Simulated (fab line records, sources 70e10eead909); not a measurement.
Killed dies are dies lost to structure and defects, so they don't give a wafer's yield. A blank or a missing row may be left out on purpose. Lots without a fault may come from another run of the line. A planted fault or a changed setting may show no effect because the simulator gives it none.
fab line records | flow nand_harc
record lots=5 wafers=15 last_day=33
route steps=1302 shown P_ZERO_WELL@29 END@1302
lots that met no fault: from a run of the same line without faults
start_h: hours from the record's first day to the start of the lot's first wafer shown | wait_h: hours since the lot's step before | " the same as in the row above | L1.1+2: a row that stands for several wafers | - no value, or no start given | * or withheld: withheld | < > ~ a bound
route shown NAME@n: a module of which the file shows steps, and the number in the route of the first | usual: mean/standard deviation of fault-free wafers | same: alike in all rows | chamber/n: place in a boat | sites: the reading at each site | _std_site: their standard deviation | _edge_site: outer sites' mean less inner sites' | radius_mm: how far each site lies from the wafer's centre | mask NAME#n: copy n | behind: the tool/chamber that last shaped the wafer | hold: why the lot was held/for how many hours/how that ended | device: the transistor (n, p or np) that didn't switch | end of line: the same wafers' tests at the end of the route | a step without rows: its recipe alone | killed: dies lost to structure and defects at the first sort, not the wafer's yield | map: a wafer's dies, x killed, . not, _ none there
set.NAME: the setting as run; set.NAME@STEP: as run at that earlier step | model.NAME: the simulator's own value behind a step, which no gauge read
lots at some steps of the route; a table a step, a row a wafer
services: from which hour (start_h, from the record's first day; less than 0 if before it) a tool's chamber was out of use, for how many hours, and why
## steps
# step NHARC_P_ZERO_WELL_CD_MEAS_24
# recipe target_cd_nm=720 landing_energy_ev=500
# usual cd_nm=720.6/1.1
# same landing_energy_ev=500
# columns lot.wafer tool chamber start_h wait_h cd_nm
L340.1 cd_sem-02 0 42.60 - 719.8
L340.5 " 0 " " 720.2
L340.6 " 0 " " 719.3
L348.1 cd_sem-02 0 122.53 - 720.5
L348.2 " 0 " " 721.3
L348.6 " 0 " " 721.5
L349.2 cd_sem-01 0 132.68 - 721.2
L349.3 " 0 " " 720.3
L349.6 " 0 " " 720.1
L360.1 cd_sem-03 0 242.48 - 720.8
L360.4 " 0 " " 721.5
L360.5 " 0 " " 720.7
L361.1 cd_sem-01 0 252.55 - 720.3
L361.2 " 0 " " 720.9
L361.4 " 0 " " 719.6
# step NHARC_P_ZERO_WELL_HARDBAKE_25
# recipe temp_c=125 time_s=80
# step NHARC_P_ZERO_WELL_DESCUM_26
# recipe time_s=3 o2_flow_sccm=200 ar_flow_sccm=0 bias_power_w=0 chemistry=O2
# usual drypump_motor_current_A=5.7/0.43 oes_product_au=0.999/0.0073 rf_vpp_V=57.7/0.94 showerhead_plenum_p_Torr=1.87/0.048 throttle_valve_pct=11.311/0.0092
# columns lot.wafer tool chamber start_h wait_h drypump_motor_current_A oes_product_au rf_hours_counter_h rf_vpp_V showerhead_plenum_p_Torr throttle_valve_pct
L340.1 rie_diel-04 2 42.78 - 5.7 1.005 8 59.0 1.95 11.298
L340.5 " 0 " " 5.6 0.991 - 58.2 1.81 11.321
L340.6 " 2 " " 5.6 0.998 - 58.0 1.95 11.301
L348.1 rie_diel-12 0 122.69 - 6.5 1.006 6 58.0 1.84 11.310
L348.2 " 1 " " 5.2 1.007 8 60.2 1.90 11.315
L348.6 " 1 " " 5.1 1.006 - 57.8 1.90 11.321
L349.2 rie_diel-12 3 132.84 - 5.7 1.003 10 57.8 1.87 11.312
L349.3 " 2 " " 6.1 0.996 11 58.4 1.84 11.303
L349.6 " 3 " " 5.7 1.001 - 57.7 1.87 11.319
L360.1 rie_diel-12 1 242.64 - 5.1 1.004 47 58.4 1.89 11.311
L360.4 " 1 " " 5.2 1.002 - 57.7 1.89 11.304
L360.5 " 3 " " 5.8 1.005 - 55.5 1.86 11.312
L361.2 rie_diel-12 3 252.71 - 5.7 1.012 45 56.0 1.86 11.327
L361.1 " 0 " " 6.6 1.008 47 58.4 1.83 11.314
L361.4 " 3 " " 5.7 1.007 - 57.4 1.86 11.300
# step NHARC_P_ZERO_WELL_IMPLANT_27
# recipe energy_kev=600 dose_cm2=1e+13 tilt_deg=7
# step NHARC_P_ZERO_WELL_IMPLANT_57
# recipe energy_kev=250 dose_cm2=4e+12 tilt_deg=7
# step NHARC_P_ZERO_WELL_IMPLANT_58
# recipe energy_kev=100 dose_cm2=2e+12 tilt_deg=7
# step NHARC_P_ZERO_WELL_STRIP_28
# recipe time_s=840 temp_c=130 chemistry=SPM
# step NHARC_P_ZERO_WELL_DEHYDRATE_29
# recipe temp_c=150 time_s=120
# step NHARC_P_ZERO_WELL_HMDS_30
# recipe time_s=30
# step NHARC_P_ZERO_WELL_COAT_31
# recipe spin_rpm=withheld
# step NHARC_P_ZERO_WELL_SOFTBAKE_32
# recipe temp_c=122 time_s=95
# step NHARC_P_ZERO_WELL_EBR_33
# step NHARC_P_ZERO_WELL_EXPOSE_34
# recipe na=0.6 target_cd_nm=720 dose_mj=22.31 mask_id=P_PWELL
# columns lot.wafer tool chamber start_h wait_h mask
L340.1+5+6 krf_scanner-03 0 44.10 - P_PWELL#0
L348.1+2+6 krf_scanner-04 0 124.01 - P_PWELL#0
L349.2+3+6 krf_scanner-04 0 134.05 - P_PWELL_R1#0
L360.1+4+5 krf_scanner-02 0 243.99 - P_PWELL#0
L361.1+2+4 krf_scanner-03 0 254.05 - P_PWELL#0
# step NHARC_P_ZERO_WELL_PEB_35
# recipe peb_temp_c=118 peb_time_s=85
# step NHARC_P_ZERO_WELL_DEVELOP_36
# recipe time_s=70
# step NHARC_P_ZERO_WELL_CD_MEAS_37
# recipe target_cd_nm=720 landing_energy_ev=500
# usual cd_nm=719.7/1.4
# same landing_energy_ev=500
# columns lot.wafer tool chamber start_h wait_h cd_nm
L340.1 cd_sem-02 0 44.26 - 718.8
L340.5 " 0 " " 719.4
L340.6 " 0 " " 719.9
L348.1 cd_sem-01 0 124.16 - 720.0
L348.2 " 0 " " 720.0
L348.6 " 0 " " 719.1
L349.2 cd_sem-01 0 134.20 - 675.6
L349.3 " 0 " " 676.6
L349.6 " 0 " " 676.3
L360.1 cd_sem-01 0 244.16 - 718.0
L360.4 " 0 " " 718.5
L360.5 " 0 " " 717.8
L361.1 cd_sem-02 0 254.21 - 722.1
L361.2 " 0 " " 722.2
L361.4 " 0 " " 721.0
# step NHARC_P_ZERO_WELL_HARDBAKE_38
# recipe temp_c=125 time_s=80
# step NHARC_END_SORT_01
# recipe temp_c=25
# usual killed_at_array=52/20 killed_at_other=1.0/1.3 killed_at_periphery=3.7/2.2 killed_dies=57/20 killed_open=3.2/1.6 killed_short=2.4/1.6
# same gross_dies=677
# columns lot.wafer tool chamber start_h wait_h killed_at_array killed_at_other killed_at_periphery killed_dies killed_open killed_short
L349.3 prober-02 0 657.83 3.1 40 1 6 47 5 2
# killed by level:class
L349.3 A_STAIRCASE:chamber_film_flake=10 A_BONDPAD:chamber_film_flake=7 A_CHANNEL_HOLE_D1:chamber_film_flake=5 A_CONTACT:chamber_film_flake=4 A_M0:geometric_particle:open=3 P_M2:chamber_film_flake=3 A_BLC:chamber_film_flake=3 A_WL_FILL:geometric_particle:short=2
## services
# columns tool chamber start_h hours kind
rie_diel-04 - 19.57 0.1 repair
rie_diel-12 0 24.16 - clean
rie_diel-12 1 24.16 - clean
rie_diel-12 2 24.16 - clean
rie_diel-12 3 24.16 - clean
rie_diel-04 1 41.55 57.0 repair
krf_scanner-04 - 42.17 2.7 repair
rie_diel-12 0 50.35 - clean
rie_diel-12 1 50.35 - clean
krf_scanner-03 - 52.00 4.0 pm
krf_scanner-04 - 78.00 20.9 repair
rie_diel-12 - 91.78 9.0 pm
krf_scanner-02 - 94.00 4.0 pm
rie_diel-04 - 135.56 1.1 repair
rie_diel-12 0 138.79 6.6 repair
rie_diel-04 2 146.03 12.4 repair
rie_diel-12 3 165.03 13.8 repair
rie_diel-04 - 178.15 9.0 pm
krf_scanner-04 - 182.00 4.0 pm
krf_scanner-04 - 198.34 0.3 repair
rie_diel-04 2 198.75 6.5 repair
krf_scanner-03 - 214.60 0.7 repair
krf_scanner-03 - 224.00 4.0 pm
rie_diel-12 2 240.43 25.3 repair
## key
first_sign step=NHARC_P_ZERO_WELL_EXPOSE_34 reading=mask direction=changed
effect step=NHARC_P_ZERO_WELL_CD_MEAS_37 reading=cd_nm direction=down sigmas=31 usual=719.7 struck=676.2
met_at NHARC_P_ZERO_WELL_EXPOSE_34
struck_wafers L349.2,L349.3,L349.6
tester_left_out L349
onset_between 124.01 134.05
fault kind=wrong_mask tool=any chamber=- onset_h=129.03 steps=NHARC_P_ZERO_WELL_EXPOSE_34 aux_copy=P_PWELL_R1#0 cd_offset_nm=-44.22 scope=struck_lots_only
# tester_left_out: of these lots the tester's yield and bins aren't shown, on N5 and GAA mostly nor the transistor test; their killed dies are dies lost to structure and defects alone, not to doping, threshold or leakage, so they don't give the yield
